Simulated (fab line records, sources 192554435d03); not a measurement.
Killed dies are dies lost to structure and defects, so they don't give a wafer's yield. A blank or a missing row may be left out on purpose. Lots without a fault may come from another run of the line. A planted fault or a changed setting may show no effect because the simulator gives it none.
Problem report in the 8D (eight disciplines) form, filled by code | flow n5_finfet | the parts of the form that need people (team, actions taken, sign-off) are left out

1. THE PROBLEM
spin_speed_rpm at N5_BEOL_M2_COAT_73 reads a mean of 1387.9 rpm on 9 wafers of 3 lots; wafers without a fault read 1500.2 rpm with a standard deviation of 1. That is -99 or more standard deviations from the usual mean.
The step: time 60 s, resist thk 5 nm.
First seen on wafer L426.1, day 7 12:27, on litho_track-02. The record holds 15 wafers of 5 lots with a number at this step. Rule for "out", or "out of limits": more than 4 standard deviations from the usual mean. The other wafers with a number count as sound.

2. WHAT IT IS AND WHAT IT IS NOT
question                    | is                     | is not
which readings at this step | spin_speed_rpm         | heater_power_total_W
which lots                  | L426, L429, L430       | L425, L445
which wafers of those lots  | all that have a number | -
read on which tools         | litho_track-02         | litho_track-03
when                        | from day 7 12:27       | up to then (3 sound wafers); but 3 sound wafers of L445 came after

3. SUSPECTS, AND WHAT RULES EACH OUT
Counting: a tool at a process step up to the reading stays a suspect if it ran every lot that is out and no sound lot after the first of them.
- litho_track-02 at N5_BEOL_M2_COAT_73 (time 60 s, resist thk 5 nm): kept. It ran every lot that is out, first L426 (day 7 12:27), and no sound lot after that; its last sound lot up to then is L425 (day 7 06:08). Its own readings are out on those wafers: spin_speed_rpm.
Left after counting: litho_track-02 at N5_BEOL_M2_COAT_73.

4. THE CAUSE (what the simulator had put in)
Process parameter drift: litho_track-02, from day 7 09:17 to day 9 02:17, at N5_BEOL_M2_COAT_73. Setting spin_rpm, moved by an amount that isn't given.
Counting left only this tool.

5. THE CHAIN OF EFFECTS, in route order
Each row: a reading whose mean over the struck wafers that have a number lies more than 3 standard deviations from the usual. Only readings for which the record gives a usual standard deviation are gone through. hours: the time from each lot's start at the first step in this table that gives one to its start at this step, as a median over the lots. sigmas: the change in usual standard deviations.
hours | step                    | reading             | usual      | on struck wafers | change | sigmas
0     | N5_BEOL_M2_COAT_73      | spin_speed_rpm      | 1500.2 rpm | 1387.9           | -112.3 | -99 or more
134   | N5_PASSIVATION_PROBE_49 | killed_at_front_end | 43         | 86               | +43    | +3.3
The process steps in it:
- N5_BEOL_M2_COAT_73: time 60 s, resist thk 5 nm.
- N5_PASSIVATION_PROBE_49
Later measuring or inspecting steps at which every struck wafer that the step has a row for has a number for every such reading, and none has moved that far: N5_BEOL_M4_RC_MEAS_101.

6. WHAT WOULD HAVE CAUGHT IT SOONER
In this record the first reading out of limits was taken at day 7 12:27, 3 hours after the fault began at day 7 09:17.
